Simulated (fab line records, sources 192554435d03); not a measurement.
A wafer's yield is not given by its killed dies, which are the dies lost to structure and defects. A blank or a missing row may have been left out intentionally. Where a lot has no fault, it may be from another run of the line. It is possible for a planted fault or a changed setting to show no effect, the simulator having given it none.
fab line records	flow n5-finfet
record: lots: 24	wafers: 72	last-day: 19
route steps=1938 shown BEOL_M0_SAQP@698 BEOL_M0@717 BEOL_M1@775
lots that met no fault: taken from a fault-free run of the same line
start-h: hours from the record's first day to the start of the lot's first wafer shown	wait-h: hours elapsed since this lot's preceding step	" unchanged from the row above	L1.1+2: a single row standing in for several wafers	- value missing, or start not given	* or withheld: withheld	< > ~ a bound
route shown NAME@n: names a module that has steps shown in the file, with the first one's number in the route	usual: mean and standard deviation over wafers with no fault	same: alike in all rows	chamber/n: place in a boat	sites: each site's reading	_std_site: how widely they spread, as a standard deviation	_edge_site: outer sites' mean less inner sites'	radius-mm: how far each site lies from the wafer's centre	mask NAME#n: copy n	behind: the last tool/chamber to shape the wafer	hold: what put the lot on hold/how long, in hours/how the hold closed	device: whichever transistor did not switch (one of n, p or np)	end of line: the same wafers' tests at the end of the route	a step given without rows: its recipe and nothing more	killed: count of dies lost to structure and defects at first sort (not the wafer's yield)	map: per-die view of a wafer (x killed, . not killed, _ where there is no die)
set.NAME: the setting the step ran with; set.NAME@STEP: the setting that earlier step ran with	model.NAME: the simulator's own value behind a step, which no gauge read
steps of the route over a sample of lots; a table a step, a row a wafer
services: from which hour (start-h, from the record's first day; less than 0 if before it) a tool's chamber was out of use, for how many hours, and why
== steps ==
step: N5_BEOL_M0_SAQP_ALD_48
recipe: material: SiO2	target-thk-a: 200	temp-c: 100	ald-precursor-family: BDEAS	ald-co-reactant: O2-plasma	pulse-time-s: 1	co-reactant-pulse-time-s: 1	purge-time-s: 2	co-reactant-purge-time-s: 2	ald-cycles: 139	pressure-torr: 2
usual: heater-power-w: 77/7.7	precursor-pulse-height-rel: 1.001/0.02
same: co-reactant-purge-time-s: 2
lot.wafer	tool	chamber	start-h	wait-h	heater-power-w	precursor-pulse-height-rel
L074.1	ald-sin-04	1	118.33	0.8	74	0.981
L074.3	"	2	"	"	89	1.016
L074.5	"	1	"	"	74	1.000
L075.2	ald-sin-03	0	122.91	0.0	86	1.025
L075.4	"	1	"	"	67	1.005
L075.5	"	1	"	"	68	1.013
L076.3	ald-sin-04	3	124.94	0.0	87	0.982
L076.4	"	2	"	"	87	0.996
L076.6	"	1	"	"	73	0.975
L077.2	ald-sin-01	3	134.43	0.3	81	1.017
L077.4	"	0	"	"	85	1.027
L077.5	"	2	"	"	79	0.996
L078.1	ald-sin-03	1	139.01	0.0	68	1.020
L078.3	"	3	"	"	75	0.986
L078.5	"	1	"	"	67	1.015
L079.1	ald-sin-03	2	144.78	0.0	61	1.020
L079.2	"	3	"	"	74	1.046
L079.6	"	0	"	"	85	1.015
L080.2	ald-sin-04	3	149.45	0.0	84	1.015
L080.3	"	0	"	"	73	1.040
L080.4	"	2	"	"	89	0.976
L082.2	ald-sin-04	2	156.28	0.4	91	0.983
L082.3	"	1	"	"	73	1.020
L082.4	"	3	"	"	85	1.012
L081.2	ald-sin-04	2	161.93	0.0	89	1.001
L081.3	"	0	"	"	72	0.981
L081.5	"	0	"	"	72	1.001
L083.1	ald-sin-04	3	165.31	0.0	85	1.015
L083.2	"	1	"	"	76	0.984
L083.4	"	0	"	"	72	0.987
L084.1	ald-sin-01	3	171.63	0.0	79	0.992
L084.2	"	2	"	"	80	0.988
L084.4	"	0	"	"	85	0.987
L085.2	ald-sin-01	2	241.27	0.7	78	0.978
L085.4	"	3	"	"	81	1.000
L085.6	"	1	"	"	73	1.035
L088.2	ald-sin-04	0	241.48	0.7	71	1.033
L088.3	"	3	"	"	85	1.002
L088.5	"	0	"	"	73	0.982
L095.2	ald-sin-01	0	241.78	0.7	85	1.025
L095.5	"	3	"	"	83	1.019
L095.6	"	2	"	"	79	0.961
L094.3	ald-sin-04	3	241.99	0.1	87	1.012
L094.4	"	2	"	"	88	0.953
L094.5	"	0	"	"	70	0.997
L089.3	ald-sin-03	1	243.78	0.1	68	0.982
L089.5	"	2	"	"	63	0.969
L089.6	"	1	"	"	66	1.009
L090.1	ald-sin-01	0	244.01	0.1	86	0.990
L090.3	"	3	"	"	82	0.981
L090.6	"	1	"	"	72	0.987
L091.1	ald-sin-04	3	244.23	0.1	86	0.998
L091.2	"	0	"	"	72	0.995
L091.3	"	1	"	"	76	0.994
L092.2	ald-sin-03	3	244.28	0.0	75	0.987
L092.4	"	1	"	"	68	1.004
L092.6	"	1	"	"	68	1.031
L087.1	ald-sin-01	3	244.51	0.0	82	0.997
L087.2	"	1	"	"	74	1.015
L087.3	"	0	"	"	86	0.996
L093.2	ald-sin-01	2	245.02	0.1	80	0.984
L093.3	"	1	"	"	73	0.981
L093.6	"	0	"	"	85	0.997
L086.3	ald-sin-03	2	245.32	0.4	64	0.988
L086.4	"	0	"	"	87	1.014
L086.5	"	2	"	"	65	1.052
L096.1	ald-sin-01	0	245.52	0.3	87	1.002
L096.4	"	2	"	"	80	1.014
L096.5	"	2	"	"	79	1.014
L097.1	ald-sin-01	0	260.14	0.0	86	0.991
L097.3	"	3	"	"	81	0.982
L097.6	"	2	"	"	79	0.946
step: N5_BEOL_M0_STRIP_140
recipe: chemistry: CF4	resist: SiARC	power-w: 300	bias-power-w: 75	pressure-mtorr: 50	cf4-flow-sccm: 150	rf-frequency-hz: 6e+07
usual: drypump-motor-current-A: 6.0/0.42	oes-product-au: 0.80/0.077	rf-vpp-V: 271.1/1.9	showerhead-plenum-p-Torr: 1.80/0.064	throttle-valve-pct: 13.56/0.27
lot.wafer	tool	chamber	start-h	wait-h	drypump-motor-current-A	oes-product-au	rf-hours-counter-h	rf-vpp-V	showerhead-plenum-p-Torr	throttle-valve-pct
L074.1	rie-diel-03	0	121.83	0.2	5.7	0.70	213	268.8	1.72	13.87
L074.3	"	1	"	"	5.9	0.88	31	271.1	1.84	13.78
L074.5	"	2	"	"	5.1	0.71	-	271.3	1.77	13.52
L075.2	rie-diel-02	3	124.65	0.2	6.3	0.91	21	274.3	1.82	13.38
L075.4	"	1	"	"	6.2	0.69	247	269.1	1.69	13.71
L075.5	"	0	"	"	6.3	0.74	-	269.1	1.73	13.69
L076.3	rie-diel-02	1	127.82	0.1	6.2	0.68	248	267.4	1.69	13.72
L076.4	"	2	"	"	6.0	0.80	104	271.0	1.88	13.42
L076.6	"	3	"	"	6.4	0.91	-	271.2	1.82	13.37
L077.2	rie-diel-04	1	138.51	0.1	6.3	0.88	41	271.2	1.83	13.54
L077.4	"	0	"	"	6.3	0.92	11	269.9	1.78	13.28
L077.5	"	3	"	"	5.3	0.87	-	271.1	1.75	13.18
L078.1	rie-diel-04	2	144.09	0.1	6.3	0.70	204	268.9	1.72	14.10
L078.3	"	1	"	"	6.3	0.87	42	273.9	1.83	13.53
L078.5	"	1	"	"	6.3	0.87	-	269.2	1.83	13.54
L079.1	rie-diel-02	2	147.44	0.3	6.0	0.78	112	273.0	1.87	13.44
L079.2	"	1	"	"	6.2	0.95	1	272.4	1.90	13.14
L079.6	"	0	"	"	6.4	0.73	-	272.9	1.72	13.71
L080.2	rie-diel-02	2	151.09	0.2	6.0	0.80	113	271.3	1.87	13.44
L080.3	"	1	"	"	6.2	0.94	3	273.5	1.90	13.15
L080.4	"	3	"	"	6.4	0.89	32	273.0	1.82	13.40
L082.2	rie-diel-02	1	158.85	0.2	6.2	0.91	6	274.6	1.90	13.18
L082.3	"	0	"	"	6.4	0.73	169	268.9	1.72	13.72
L082.4	"	2	"	"	6.0	0.79	117	272.9	1.87	13.44
L081.2	rie-diel-03	1	167.14	0.4	5.9	0.85	48	271.1	1.84	13.81
L081.3	"	3	"	"	5.4	0.85	38	272.1	1.89	13.24
L081.5	"	0	"	"	5.7	0.70	-	267.0	1.72	13.94
L083.1	rie-diel-02	2	167.17	0.4	6.0	0.77	121	273.6	1.87	13.44
L083.2	"	3	"	"	6.4	0.88	40	270.5	1.82	13.40
L083.4	"	2	"	"	6.0	0.77	-	271.2	1.87	13.44
L084.1	rie-diel-02	0	175.16	0.2	6.4	0.72	179	270.2	1.72	13.75
L084.2	"	2	"	"	6.0	0.77	127	272.7	1.87	13.47
L084.4	"	3	"	"	6.3	0.86	-	270.0	1.82	13.42
L085.2	rie-diel-03	1	243.09	0.3	5.9	0.80	83	271.5	1.83	13.88
L085.4	"	2	"	"	5.1	0.69	-	269.6	1.76	13.65
L085.6	"	1	"	"	5.8	0.80	-	270.2	1.83	13.88
L088.2	rie-diel-04	0	243.46	0.3	6.3	0.89	35	270.7	1.78	13.36
L088.3	"	2	"	"	6.3	0.70	225	269.0	1.71	14.13
L088.5	"	2	"	"	6.3	0.69	-	268.0	1.71	14.13
L095.2	rie-diel-04	3	243.88	0.3	5.3	0.84	54	270.4	1.75	13.27
L095.5	"	2	"	"	6.3	0.69	-	269.6	1.71	14.14
L095.6	"	1	"	"	6.3	0.85	-	271.7	1.82	13.59
L094.3	rie-diel-02	3	244.78	0.4	6.4	0.85	63	274.1	1.81	13.49
L094.4	"	2	"	"	6.0	0.75	157	272.1	1.86	13.52
L094.5	"	3	"	"	6.4	0.85	-	271.1	1.81	13.46
L089.3	rie-diel-02	0	245.72	0.1	6.4	0.70	213	269.9	1.71	13.82
L089.5	"	3	"	"	6.3	0.84	-	269.7	1.81	13.48
L089.6	"	0	"	"	6.4	0.69	-	267.4	1.71	13.82
L090.1	rie-diel-03	2	246.05	0.4	5.1	0.69	228	270.1	1.76	13.67
L090.3	"	1	"	"	5.9	0.80	85	271.4	1.83	13.90
L090.6	"	1	"	"	5.8	0.81	-	272.3	1.83	13.86
L091.1	rie-diel-04	0	246.61	0.4	6.3	0.88	36	270.0	1.77	13.35
L091.2	"	1	"	"	6.3	0.85	65	272.2	1.82	13.60
L091.3	"	3	"	"	5.3	0.84	56	273.3	1.74	13.24
L092.2	rie-diel-03	1	246.64	0.2	5.9	0.81	85	270.3	1.83	13.89
L092.4	"	1	"	"	5.9	0.80	-	271.5	1.83	13.89
L092.6	"	2	"	"	5.1	0.69	-	269.2	1.76	13.66
L087.1	rie-diel-03	2	246.70	0.1	5.1	0.69	229	271.7	1.76	13.64
L087.2	"	1	"	"	5.9	0.80	85	271.9	1.83	13.89
L087.3	"	3	"	"	5.4	0.80	75	272.6	1.88	13.31
L093.2	rie-diel-02	1	248.36	0.2	6.2	0.85	38	272.4	1.89	13.23
L093.3	"	0	"	"	6.4	0.69	214	270.4	1.71	13.81
L093.6	"	1	"	"	6.2	0.85	-	274.2	1.89	13.24
L086.3	rie-diel-04	2	249.90	0.1	6.3	0.70	228	267.9	1.71	14.13
L086.4	"	3	"	"	5.3	0.82	57	269.3	1.74	13.24
L086.5	"	2	"	"	6.3	0.69	-	271.6	1.71	14.12
L096.1	rie-diel-02	3	250.09	0.3	6.3	0.84	67	269.5	1.81	13.49
L096.4	"	2	"	"	6.0	0.75	160	272.6	1.86	13.54
L096.5	"	1	"	"	6.2	0.84	-	273.1	1.89	13.24
L097.1	rie-diel-02	2	262.35	0.2	6.0	0.74	166	273.6	1.86	13.56
L097.3	"	3	"	"	6.4	0.83	72	271.0	1.81	13.50
L097.6	"	1	"	"	6.2	0.84	-	272.8	1.89	13.26
step: N5_BEOL_M0_SPUTTER_132
recipe: material: Cu	target-thk-a: 40	temp-c: -20	chamber-pressure-pa: 0.07	power-w: withheld	time-s: 7.37
usual: throttle-valve-pct: 29.8/1
same: time-s: 7.37
lot.wafer	tool	chamber	start-h	wait-h	throttle-valve-pct
L074.1	pvd-sputter-02	-	124.69	0.0	28.0
L074.3	"	-	"	"	30.6
L074.5	"	-	"	"	28.1
L075.2	pvd-sputter-01	-	128.18	0.0	30.4
L075.4	"	-	"	"	30.0
L075.5	"	-	"	"	31.3
L076.3	pvd-sputter-01	-	129.72	0.0	30.2
L076.4	"	-	"	"	31.4
L076.6	"	-	"	"	30.4
L077.2	pvd-sputter-02	-	142.36	0.0	29.1
L077.4	"	-	"	"	29.2
L077.5	"	-	"	"	30.3
L078.1	pvd-sputter-01	-	147.47	0.0	30.0
L078.3	"	-	"	"	31.2
L078.5	"	-	"	"	30.3
L079.1	pvd-sputter-01	-	151.17	0.0	30.5
L079.2	"	-	"	"	30.1
L079.6	"	-	"	"	30.3
L080.2	pvd-sputter-03	-	152.66	0.0	28.9
L080.3	"	-	"	"	28.2
L080.4	"	-	"	"	30.6
L082.2	pvd-sputter-01	-	161.21	0.0	30.1
L082.3	"	-	"	"	31.2
L082.4	"	-	"	"	29.9
L081.2	pvd-sputter-02	-	169.93	0.0	30.6
L081.3	"	-	"	"	29.1
L081.5	"	-	"	"	28.5
L083.1	pvd-sputter-03	-	170.38	0.0	28.8
L083.2	"	-	"	"	31.2
L083.4	"	-	"	"	28.3
L084.1	pvd-sputter-02	-	179.36	0.0	30.9
L084.2	"	-	"	"	29.3
L084.4	"	-	"	"	28.6
L085.2	pvd-sputter-03	-	245.72	0.0	28.0
L085.4	"	-	"	"	28.6
L085.6	"	-	"	"	28.0
L088.2	pvd-sputter-02	-	245.91	0.0	28.1
L088.3	"	-	"	"	30.5
L088.5	"	-	"	"	28.4
L095.2	pvd-sputter-01	-	246.09	0.0	30.2
L095.5	"	-	"	"	30.2
L095.6	"	-	"	"	29.8
L094.3	pvd-sputter-01	-	246.90	0.0	30.4
L094.4	"	-	"	"	30.2
L094.5	"	-	"	"	30.2
L089.3	pvd-sputter-02	-	249.29	0.0	30.7
L089.5	"	-	"	"	28.5
L089.6	"	-	"	"	30.5
L090.1	pvd-sputter-03	-	249.89	0.0	28.9
L090.3	"	-	"	"	30.7
L090.6	"	-	"	"	31.2
L091.1	pvd-sputter-01	-	249.95	0.0	30.0
L091.2	"	-	"	"	30.2
L091.3	"	-	"	"	30.2
L092.2	pvd-sputter-02	-	250.19	0.0	29.1
L092.4	"	-	"	"	28.3
L092.6	"	-	"	"	29.3
L087.1	pvd-sputter-03	-	250.33	0.0	31.0
L087.2	"	-	"	"	28.4
L087.3	"	-	"	"	31.0
L093.2	pvd-sputter-03	-	250.87	0.0	28.5
L093.3	"	-	"	"	31.3
L093.6	"	-	"	"	28.8
L086.3	pvd-sputter-02	-	252.04	0.0	29.2
L086.4	"	-	"	"	29.0
L086.5	"	-	"	"	28.1
L096.1	pvd-sputter-02	-	252.48	0.0	29.0
L096.4	"	-	"	"	30.5
L096.5	"	-	"	"	30.4
L097.1	pvd-sputter-03	-	265.95	0.0	31.0
L097.3	"	-	"	"	28.9
L097.6	"	-	"	"	29.0
step: N5_BEOL_M1_STRIP_19
recipe: chemistry: O2	power-w: 400	temp-c: 40	pressure-mtorr: 30	rf-frequency-hz: 6e+07	bias-power-w: 0	overash-fraction: 0.2	o2-flow-sccm: 225
usual: drypump-motor-current-A: 5.6/0.61	oes-product-au: 0.76/0.065	rf-vpp-V: 3.7/0.49	showerhead-plenum-p-Torr: 2.11/0.06	temp-c: 40.00/0.11	throttle-valve-pct: 16.74/0.27
lot.wafer	tool	chamber	start-h	wait-h	drypump-motor-current-A	oes-product-au	rf-hours-counter-h	rf-vpp-V	showerhead-plenum-p-Torr	temp-c	throttle-valve-pct
L074.1	rie-diel-06	3	129.02	0.1	5.4	0.75	159	4.1	2.07	40.10	16.63
L074.3	"	0	"	"	6.4	0.85	56	3.8	2.21	39.89	16.34
L074.5	"	1	"	"	5.4	0.73	-	3.4	2.09	40.16	16.77
L075.2	rie-diel-01	1	133.19	0.1	5.2	0.70	211	4.3	2.15	39.88	16.60
L075.4	"	2	"	"	5.6	0.78	134	3.1	2.11	39.76	16.92
L075.5	"	0	"	"	5.0	0.78	-	3.6	2.19	39.92	16.92
L076.3	rie-diel-01	3	133.36	0.1	4.7	0.70	210	3.7	2.09	40.01	17.06
L076.4	"	1	"	"	5.2	0.69	211	2.9	2.15	40.02	16.60
L076.6	"	0	"	"	5.0	0.78	-	3.6	2.19	40.19	16.93
L077.2	rie-diel-06	1	145.52	0.1	5.4	0.73	180	3.3	2.09	40.04	16.77
L077.4	"	1	"	"	5.4	0.74	-	3.7	2.09	40.05	16.78
L077.5	"	3	"	"	5.5	0.74	-	3.1	2.07	39.93	16.64
L078.1	rie-diel-01	0	151.20	0.1	5.0	0.78	148	4.1	2.19	40.03	16.92
L078.3	"	3	"	"	4.7	0.71	215	4.2	2.09	40.18	17.06
L078.5	"	3	"	"	4.7	0.70	-	3.5	2.09	39.99	17.08
L079.1	rie-diel-06	3	153.66	0.1	5.4	0.74	172	4.0	2.07	39.89	16.67
L079.2	"	0	"	"	6.4	0.84	68	2.9	2.20	40.12	16.37
L079.6	"	1	"	"	5.4	0.73	-	3.3	2.08	39.96	16.77
L080.2	rie-diel-06	0	156.70	0.1	6.4	0.85	69	3.4	2.20	39.82	16.39
L080.3	"	2	"	"	6.5	0.95	2	4.1	2.05	40.01	16.23
L080.4	"	1	"	"	5.4	0.73	184	3.1	2.08	40.21	16.78
L082.2	rie-diel-01	1	163.93	0.1	5.2	0.69	221	4.1	2.15	40.05	16.62
L082.3	"	3	"	"	4.7	0.70	220	3.9	2.09	39.99	17.08
L082.4	"	0	"	"	5.0	0.78	153	4.3	2.19	40.00	16.93
L081.2	rie-diel-01	3	173.70	0.1	4.7	0.71	223	4.3	2.09	40.20	17.09
L081.3	"	0	"	"	5.0	0.78	157	4.0	2.19	39.94	16.96
L081.5	"	2	"	"	5.6	0.77	-	3.8	2.10	40.11	16.92
L083.1	rie-diel-01	2	173.78	0.1	5.5	0.77	147	3.4	2.10	39.96	16.92
L083.2	"	0	"	"	5.0	0.79	157	3.7	2.19	40.01	16.94
L083.4	"	3	"	"	4.7	0.71	223	3.0	2.09	39.93	17.09
L084.1	rie-diel-05	3	182.24	0.1	4.9	0.92	20	4.3	2.23	40.06	16.63
L084.2	"	1	"	"	6.7	0.73	162	4.5	1.99	39.95	16.73
L084.4	"	2	"	"	5.3	0.70	206	3.0	2.15	39.71	16.69
L085.2	rie-diel-06	3	248.60	0.2	5.4	0.72	192	4.6	2.06	39.94	16.70
L085.4	"	0	"	"	6.4	0.81	91	3.3	2.20	40.06	16.42
L085.6	"	1	"	"	5.4	0.72	-	4.0	2.08	40.04	16.82
L088.2	rie-diel-06	0	248.74	0.1	6.4	0.81	91	3.1	2.20	40.11	16.42
L088.3	"	1	"	"	5.4	0.72	205	3.7	2.08	39.98	16.81
L088.5	"	1	"	"	5.4	0.71	-	4.0	2.08	39.78	16.83
L095.2	rie-diel-01	3	249.23	0.2	4.7	0.69	250	4.4	2.08	40.08	17.12
L095.5	"	2	"	"	5.5	0.75	-	3.0	2.09	40.03	16.99
L095.6	"	3	"	"	4.7	0.68	-	4.0	2.08	40.06	17.14
L094.3	rie-diel-05	2	249.71	0.1	5.3	0.69	229	3.2	2.14	39.79	16.74
L094.4	"	1	"	"	6.7	0.70	186	3.9	1.98	39.99	16.77
L094.5	"	2	"	"	5.3	0.68	-	4.5	2.14	39.86	16.73
L089.3	rie-diel-06	2	251.90	0.1	6.5	0.88	25	3.6	2.05	40.13	16.27
L089.5	"	2	"	"	6.5	0.87	-	4.2	2.05	40.02	16.27
L089.6	"	3	"	"	5.5	0.72	-	3.6	2.06	40.25	16.70
L090.1	rie-diel-01	0	254.19	0.1	5.0	0.76	184	4.0	2.18	40.01	17.00
L090.3	"	3	"	"	4.8	0.68	252	3.8	2.08	39.84	17.14
L090.6	"	0	"	"	5.0	0.77	-	3.8	2.18	40.08	16.97
L091.1	rie-diel-01	2	254.46	0.3	5.6	0.74	176	3.5	2.09	39.93	16.96
L091.2	"	0	"	"	5.0	0.76	184	3.6	2.18	39.92	17.01
L091.3	"	3	"	"	4.7	0.68	252	3.1	2.08	39.99	17.14
L092.2	rie-diel-06	3	254.71	0.2	5.4	0.72	194	3.8	2.06	40.05	16.71
L092.4	"	1	"	"	5.4	0.71	209	4.8	2.08	39.97	16.83
L092.6	"	0	"	"	6.4	0.81	-	3.7	2.20	39.80	16.40
L087.1	rie-diel-06	0	254.87	0.1	6.4	0.81	93	3.4	2.20	39.94	16.41
L087.2	"	3	"	"	5.4	0.72	194	3.1	2.06	40.16	16.70
L087.3	"	2	"	"	6.5	0.88	26	3.0	2.05	40.05	16.26
L093.2	rie-diel-01	3	255.21	0.2	4.7	0.68	253	4.0	2.08	39.88	17.13
L093.3	"	0	"	"	5.0	0.76	185	3.4	2.18	39.91	16.99
L093.6	"	2	"	"	5.5	0.74	-	3.8	2.09	40.11	16.97
L086.3	rie-diel-06	1	255.88	0.1	5.4	0.71	209	3.5	2.08	39.98	16.83
L086.4	"	2	"	"	6.5	0.87	27	4.4	2.05	39.89	16.27
L086.5	"	0	"	"	6.3	0.81	-	4.1	2.20	40.12	16.43
L096.1	rie-diel-06	0	256.29	0.3	6.4	0.81	94	3.9	2.20	40.12	16.42
L096.4	"	3	"	"	5.4	0.71	195	2.1	2.06	39.99	16.72
L096.5	"	1	"	"	5.4	0.71	-	3.5	2.08	39.83	16.82
L097.1	rie-diel-06	3	268.86	0.1	5.4	0.71	199	3.5	2.06	40.02	16.71
L097.3	"	1	"	"	5.4	0.70	213	4.5	2.07	40.19	16.85
L097.6	"	2	"	"	6.5	0.87	-	3.0	2.04	40.15	16.28
step: N5_BEOL_M1_OVL_MEAS_29
recipe: points-per-wafer: 522
usual: V0_OVL: 0.2/0.7
lot.wafer	tool	chamber	start-h	wait-h	V0_OVL[nm]
L074.1	overlay-02	0	129.44	0.0	-0.3
L074.3	"	0	"	"	-0.2
L074.5	"	0	"	"	0.1
L075.2	overlay-01	0	133.74	0.0	0.8
L075.4	"	0	"	"	0.6
L075.5	"	0	"	"	1.1
L076.3	overlay-01	0	133.93	0.0	-0.7
L076.4	"	0	"	"	-1.1
L076.6	"	0	"	"	-1.3
L077.2	overlay-02	0	145.95	0.0	-0.3
L077.4	"	0	"	"	-0.4
L077.5	"	0	"	"	-0.8
L078.1	overlay-02	0	151.62	0.0	0.9
L078.3	"	0	"	"	0.2
L078.5	"	0	"	"	0.7
L079.1	overlay-01	0	154.08	0.0	1.6
L079.2	"	0	"	"	1.7
L079.6	"	0	"	"	1.0
L080.2	overlay-02	0	157.13	0.0	0.3
L080.3	"	0	"	"	0.3
L080.4	"	0	"	"	0.4
L082.2	overlay-02	0	164.48	0.0	0.1
L082.3	"	0	"	"	1.1
L082.4	"	0	"	"	0.6
L081.2	overlay-01	0	174.12	0.0	0.7
L081.3	"	0	"	"	1.9
L081.5	"	0	"	"	1.4
L083.1	overlay-01	0	174.32	0.0	-0.8
L083.2	"	0	"	"	-0.2
L083.4	"	0	"	"	-0.2
L084.1	overlay-01	0	182.66	0.0	-0.6
L084.2	"	0	"	"	-0.4
L084.4	"	0	"	"	-1.3
L085.2	overlay-01	0	249.02	0.0	0.1
L085.4	"	0	"	"	0.7
L085.6	"	0	"	"	-0.4
L088.2	overlay-02	0	249.16	0.0	-0.5
L088.3	"	0	"	"	0.0
L088.5	"	0	"	"	0.2
L095.2	overlay-02	0	249.65	0.0	-0.3
L095.5	"	0	"	"	0.1
L095.6	"	0	"	"	0.0
L094.3	overlay-01	0	250.14	0.0	1.1
L094.4	"	0	"	"	0.8
L094.5	"	0	"	"	0.9
L089.3	overlay-01	0	252.46	0.0	1.1
L089.5	"	0	"	"	0.1
L089.6	"	0	"	"	-1.2
L090.1	overlay-02	0	254.61	0.0	0.3
L090.3	"	0	"	"	1.7
L090.6	"	0	"	"	0.0
L091.1	overlay-02	0	254.87	0.0	0.7
L091.2	"	0	"	"	1.2
L091.3	"	0	"	"	1.4
L092.2	overlay-02	0	255.14	0.0	0.0
L092.4	"	0	"	"	0.7
L092.6	"	0	"	"	0.6
L087.1	overlay-01	0	255.28	0.0	-0.3
L087.2	"	0	"	"	0.7
L087.3	"	0	"	"	-0.7
L093.2	overlay-01	0	255.64	0.0	0.2
L093.3	"	0	"	"	0.5
L093.6	"	0	"	"	0.2
L086.3	overlay-01	0	256.31	0.0	-0.1
L086.4	"	0	"	"	0.0
L086.5	"	0	"	"	0.3
L096.1	overlay-02	0	256.70	0.0	1.7
L096.4	"	0	"	"	0.7
L096.5	"	0	"	"	1.4
L097.1	overlay-02	0	269.28	0.0	0.2
L097.3	"	0	"	"	-0.2
L097.6	"	0	"	"	0.4
step: N5_BEOL_M1_ALD_84
recipe: material: TaN	target-thk-a: *	temp-c: 275	ald-precursor-family: PDMAT	ald-co-reactant: NH3	pressure-torr: 3	carrier-flow-sccm: 1500	pulse-time-s: 2	purge-time-s: 3	co-reactant-purge-time-s: 2	co-reactant-pulse-time-s: 3	ald-cycles: 30	precursor-vessel-temp-c: 75	precursor-vessel-pressure-torr: 26.25	precursor-vessel-carrier-sccm: 1000
usual: heater-power-w: 414/48
same: co-reactant-purge-time-s: 2
lot.wafer	tool	chamber	start-h	wait-h	heater-power-w
L074.1	ald-metal-01	3	132.34	0.0	468
L074.3	"	2	"	"	414
L074.5	"	2	"	"	414
L075.2	ald-metal-04	0	135.46	0.1	428
L075.4	"	3	"	"	353
L075.5	"	3	"	"	364
L076.3	ald-metal-02	1	144.82	0.0	380
L076.4	"	3	"	"	383
L076.6	"	2	"	"	511
L077.2	ald-metal-02	0	148.03	0.0	421
L077.4	"	2	"	"	509
L077.5	"	3	"	"	373
L078.1	ald-metal-04	3	153.08	0.0	356
L078.3	"	2	"	"	347
L078.5	"	0	"	"	440
L079.1	ald-metal-04	1	156.49	0.0	453
L079.2	"	3	"	"	353
L079.6	"	0	"	"	434
L080.2	ald-metal-04	3	162.71	0.0	353
L080.3	"	1	"	"	451
L080.4	"	3	"	"	348
L082.2	ald-metal-02	1	167.36	0.1	382
L082.3	"	3	"	"	372
L082.4	"	2	"	"	527
L081.2	ald-metal-04	1	176.10	0.0	448
L081.3	"	3	"	"	350
L081.5	"	3	"	"	359
L083.1	ald-metal-02	2	176.18	0.0	512
L083.2	"	1	"	"	374
L083.4	"	0	"	"	424
L084.1	ald-metal-01	3	185.89	0.0	463
L084.2	"	2	"	"	424
L084.4	"	1	"	"	384
L085.2	ald-metal-04	3	250.56	0.0	350
L085.4	"	1	"	"	454
L085.6	"	2	"	"	354
L088.2	ald-metal-01	0	250.73	0.0	363
L088.3	"	2	"	"	416
L088.5	"	3	"	"	475
L095.2	ald-metal-04	0	251.18	0.0	439
L095.5	"	2	"	"	341
L095.6	"	1	"	"	449
L094.3	ald-metal-01	2	253.54	0.1	414
L094.4	"	1	"	"	388
L094.5	"	2	"	"	410
L089.3	ald-metal-02	0	253.97	0.1	422
L089.5	"	2	"	"	511
L089.6	"	1	"	"	384
L090.1	ald-metal-01	1	255.70	0.0	392
L090.3	"	3	"	"	470
L090.6	"	2	"	"	416
L091.1	ald-metal-01	3	256.61	0.0	467
L091.2	"	0	"	"	370
L091.3	"	1	"	"	386
L092.2	ald-metal-04	0	256.76	0.0	446
L092.4	"	3	"	"	357
L092.6	"	0	"	"	450
L087.1	ald-metal-01	0	257.05	0.0	371
L087.2	"	3	"	"	475
L087.3	"	2	"	"	416
L093.2	ald-metal-01	3	260.11	0.0	472
L093.3	"	2	"	"	405
L093.6	"	3	"	"	466
L086.3	ald-metal-02	1	263.23	0.1	380
L086.4	"	2	"	"	503
L086.5	"	0	"	"	424
L096.1	ald-metal-01	0	263.29	0.0	361
L096.4	"	2	"	"	414
L096.5	"	3	"	"	468
L097.1	ald-metal-04	1	281.03	0.2	451
L097.3	"	3	"	"	353
L097.6	"	0	"	"	433
== services ==
tool	chamber	start-h	hours	kind
pvd-sputter-01	-	95.01	3.0	repair
rie-diel-04	1	98.25	7.9	repair
pvd-sputter-02	-	100.00	1.3	repair
rie-diel-04	-	101.94	0.2	repair
rie-diel-03	2	103.38	6.4	repair
rie-diel-03	0	107.48	11.9	repair
rie-diel-04	0	111.02	1.2	repair
ald-sin-03	-	111.24	6.0	pm
ald-sin-03	-	157.30	0.3	repair
ald-metal-04	2	159.14	6.5	repair
rie-diel-02	1	162.01	21.4	repair
rie-diel-06	-	168.33	28.1	pm
ald-sin-04	3	173.31	5.0	repair
ald-metal-04	2	176.51	6.2	repair
rie-diel-02	3	179.16	26.0	repair
rie-diel-04	-	181.13	14.6	pm
ald-metal-02	0	184.41	9.5	repair
ald-sin-01	3	204.32	16.5	repair
ald-sin-03	3	213.18	5.4	repair
ald-metal-01	-	231.08	2.8	pm
rie-diel-03	-	246.82	1.1	repair
rie-diel-04	0	253.23	8.6	repair
ald-sin-01	-	269.17	14.0	pm
pvd-sputter-01	-	273.00	6.9	repair
== key ==
fault none
